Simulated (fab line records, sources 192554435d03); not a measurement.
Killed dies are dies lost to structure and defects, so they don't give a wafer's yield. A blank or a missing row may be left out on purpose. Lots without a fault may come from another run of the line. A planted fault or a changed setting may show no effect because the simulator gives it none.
Split-lot experiment | flow n5_finfet | 7 lots, 21 wafers read, on a route of 1938 steps

THE SPLIT
At N5_BEOL_M3_COAT_05 (resist thk 30 nm), the setting spin_rpm was moved away from the recipe's 1500 rpm on 8 of the 21 wafers read, by -9.1% to +5.2%. The other wafers ran this setting at the recipe's value.

FROM THE SPLIT TO THE READING: what the file shows between them, 2 steps
- N5_BEOL_M3_EXPOSE_08: exposes mask M3 (also split here: dose_mj)
- N5_BEOL_M3_PEB_09: peb time 60 s

THE READING
CAR-EUV_of_BEOL_M3_COAT_05.thk_nm (the simulator's own value, which no gauge read), in nm, at N5_BEOL_M3_DEVELOP_10 (develop time 30 s). The file gives no usual value for it. The 13 wafers here that ran the recipe average 29.6 nm, standard deviation 0.084 nm.

wafer  | tool, chamber at the split | spin_rpm as run, rpm | against the recipe | CAR-EUV_of_BEOL_M3_COAT_05.thk_nm, nm | against lot-mates on the recipe
L075.1 | litho_track-05, 0          | 1422                 | -5.2%              | 30.4                                  | +0.8
L075.3 | litho_track-05, 0          | 1500                 | recipe             | 29.6                                  | -
L075.5 | litho_track-05, 0          | 1500                 | recipe             | 29.6                                  | -
L074.2 | litho_track-03, 0          | 1382                 | -7.9%              | 30.8                                  | +1.2
L074.6 | litho_track-03, 0          | 1382                 | -7.9%              | 30.8                                  | +1.2
L074.5 | litho_track-03, 0          | 1500                 | recipe             | 29.6                                  | -
L078.3 | litho_track-05, 0          | 1500                 | recipe             | 29.6                                  | -
L078.5 | litho_track-05, 0          | 1500                 | recipe             | 29.6                                  | -
L078.6 | litho_track-05, 0          | 1500                 | recipe             | 29.6                                  | -
L080.2 | litho_track-05, 0          | 1364                 | -9.1%              | 30.8                                  | +1.4
L080.5 | litho_track-05, 0          | 1364                 | -9.1%              | 30.8                                  | +1.4
L080.4 | litho_track-05, 0          | 1500                 | recipe             | 29.4                                  | -
L084.1 | litho_track-05, 0          | 1573                 | +4.9%              | 29                                    | -0.6
L084.3 | litho_track-05, 0          | 1573                 | +4.9%              | 29                                    | -0.6
L084.2 | litho_track-05, 0          | 1500                 | recipe             | 29.6                                  | -
L086.1 | litho_track-02, 0          | 1500                 | recipe             | 29.4                                  | -
L086.2 | litho_track-02, 0          | 1500                 | recipe             | 29.6                                  | -
L086.4 | litho_track-02, 0          | 1500                 | recipe             | 29.6                                  | -
L092.1 | litho_track-03, 0          | 1500                 | recipe             | 29.4                                  | -
L092.3 | litho_track-03, 0          | 1500                 | recipe             | 29.6                                  | -
L092.4 | litho_track-03, 0          | 1578                 | +5.2%              | 28.8                                  | -0.7

THE FIT
A straight line over all 21 wafers: CAR-EUV_of_BEOL_M3_COAT_05.thk_nm changes by -0.142 nm for each +1% of spin_rpm; r = -0.99; the points scatter about the line by 0.093 nm.
The same after taking each lot's own level away (the mean of its wafers on the recipe; 21 wafers): -0.147 nm for each +1%; r = -1.00; scatter 0.064 nm.
On that fit, the largest move of spin_rpm shifts the reading by 1.3 nm.
The lots' own levels span 29.40 to 29.60 nm, that is 2.4 times the standard deviation above.
So the lot-to-lot level changes the slope little: the two slopes agree.
Check: with one of the wafers moved furthest among these (-9.1%) left out of the fit, the line predicts +1.35 nm for it against its lot-mates. It came out at +1.4 nm against them.

OTHER SPLITS ON THESE WAFERS
These wafers also went through other splits before the reading. Each is held against what the fit with the lots' levels taken away leaves over:
other split on the same wafers   | wafers away from the commonest value | r with CAR-EUV_of_BEOL_M3_COAT_05.thk_nm (lot level and that fit taken away)
N5_BEOL_M2_TRENCH_ETCH_37 time_s | 6                                    | +0.20
N5_BEOL_M3_EXPOSE_08 dose_mj     | 7                                    | -0.08

THE WHOLE CHAIN: every reading that the file lists as answering this split, in the file's order
step                  | what it does      | reading                                                                            | change (the file's fit)               | r (the file's)
N5_BEOL_M3_COAT_05    | resist thk 30 nm  | CAR-EUV_of_BEOL_M3_COAT_05.thk_nm (the simulator's own value, which no gauge read) | -0.162 nm for each +1% of the setting | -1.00
N5_BEOL_M3_DEVELOP_10 | develop time 30 s | CAR-EUV_of_BEOL_M3_COAT_05.thk_nm (the simulator's own value, which no gauge read) | -0.148 nm for each +1% of the setting | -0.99

THE FILE'S OWN FIT
CAR-EUV_of_BEOL_M3_COAT_05.thk_nm changes by -0.148 nm for each +1% of spin_rpm, r = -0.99.
